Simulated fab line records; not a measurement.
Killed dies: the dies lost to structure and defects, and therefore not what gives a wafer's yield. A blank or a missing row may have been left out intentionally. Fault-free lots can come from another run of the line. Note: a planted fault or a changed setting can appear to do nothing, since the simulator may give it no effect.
Struck lot and sound lot, side by side ; flow n5Finfet ; 19 steps out of a route of 1938
Sound: wafers L860.4, L860.5, L860.6. Wafers struck: L867.2, L867.3, L867.6. At the end, the cause is stated.
Order at every step that has rows: each side's tool, ch and its chambers, its first start. Under that, the readings that differ: sound wafers ; struck wafers ; difference of the means ; sigmas: that difference in standard deviations of wafers without a fault.
alike: readings whose means differ by less than 2 such deviations, and words and numbers that are the same on both sides. not compared: withheld readings, readings that some wafer has no value for, bounds like >300 that may hide the same value, and numbers for which the record gives no deviation and whose values overlap.
Wherever a step has rows on one side only, a row that says differs or no value, or a row with sigmas, the two part there. Non-overlapping numbers with no deviation appear without sigmas and do not part them. A reading missing from all wafers of one side parts the sides only when that side holds two or more wafers.

N5_BEOL_M8_RS_MEAS_57: the measuring method here is four-point-probe.
  sound: filmMetro-02 at day 9 03:44; struck: filmMetro-02 at day 15 21:10
  alike: M8_RS
N5_BEOL_M8_INSPECT_58: inspects for defects (darkfield).
  sound: defectInspect-02 at day 9 03:45; struck: defectInspect-01 at day 15 21:11
  alike: rawDefectCount
N5_BEOL_M9_ILD_DEP_00: deposits SiCOH lowk from DEMS/porogen, target thk 308.51 nm, time 58 s.
  sound on pecvd-02 ch 0,1,2, day 9 03:49; struck on pecvd-02 ch 0,2, day 15 21:13
  alike: heaterPowerW, showerheadPlenumPTorr, throttleValvePct
N5_BEOL_M9_CURE_71: cures SiCOH lowk, time 240 s.
  sound on uvCure-02 ch 1, day 9 04:07; struck on uvCure-01 ch 1, day 15 21:23
  alike: lampPowerPct, wafer_temp_C_max
N5_BEOL_M9_THK_MEAS_01:
  sound: filmMetro-01 at day 9 04:23; struck: filmMetro-02 at day 15 21:49
  alike: M9_ILD_THK
N5_BEOL_M9_PECVD_70: deposits SiO2 from TEOS/O2, target thk 20 nm, time 22.7 s.
  sound on pecvd-01 ch 0,1,2, day 9 04:26; struck on pecvd-04 ch 0,1, day 15 21:51
  alike: heaterPowerW, showerheadPlenumPTorr, throttleValvePct
N5_BEOL_M9_HM_DEP_02: deposits TiN, target thk 20 nm.
  sound: pvdSputter-02 at day 9 04:28; struck: pvdSputter-03 at day 15 23:06
  alike: throttleValvePct
then, 5 steps without rows for these wafers: N5_BEOL_M9_COAT_59 (time 60 s, resist thk 100 nm); N5_BEOL_M9_COAT_60 (time 60 s, resist thk 30 nm); N5_BEOL_M9_COAT_05 (resist thk 90 nm); N5_BEOL_M9_EBR_07; N5_BEOL_M9_SOFTBAKE_06 (time 60 s).
N5_BEOL_M9_EXPOSE_08: exposes mask M9.
  sound on arfiScanner-03 ch 0, day 9 04:52; struck on arfiScanner-01 ch 0, day 15 23:29
reading;sound;struck;difference;sigmas
model.BEOL_M9.overlayXNm (nm);0 0 0;7.2 7.2 7.2;+7.2;
  alike: mask
then, 2 steps without rows for these wafers: N5_BEOL_M9_PEB_09 (peb time 60 s); N5_BEOL_M9_DEVELOP_10 (develop time 30 s).
N5_BEOL_M9_CD_MEAS_11: target cd 64.1 nm.
  sound on cdSem-01 ch 0, day 9 04:58; struck on cdSem-02 ch 0, day 15 23:36
  alike: cdNm
N5_BEOL_M9_OVL_MEAS_12:
  sound on overlay-02 ch 0, day 9 05:00; struck on overlay-02 ch 0, day 15 23:38
reading;sound;struck;difference;sigmas
M9_OVL (nm);0.3 0.5 0.1;7.1 6.2 6.8;+6.4;+9
N5_BEOL_M9_INSPECT_13: inspects for defects (brightfield).
  sound: defectInspect-01 at day 9 05:02; struck: defectInspect-01 at day 15 23:40
reading;sound;struck;difference;sigmas
rawDefectCount;569 698 576;355 412 316;-253;-3
N5_PASSIVATION_PROBE_49:
  rows exist in the record for the sound wafers here (prober-02, day 11 13:47), none for the struck ones

WHERE THEY PART
First at N5_BEOL_M9_OVL_MEAS_12; last, within this record, at N5_PASSIVATION_PROBE_49.

WHY: whatever the simulator had introduced
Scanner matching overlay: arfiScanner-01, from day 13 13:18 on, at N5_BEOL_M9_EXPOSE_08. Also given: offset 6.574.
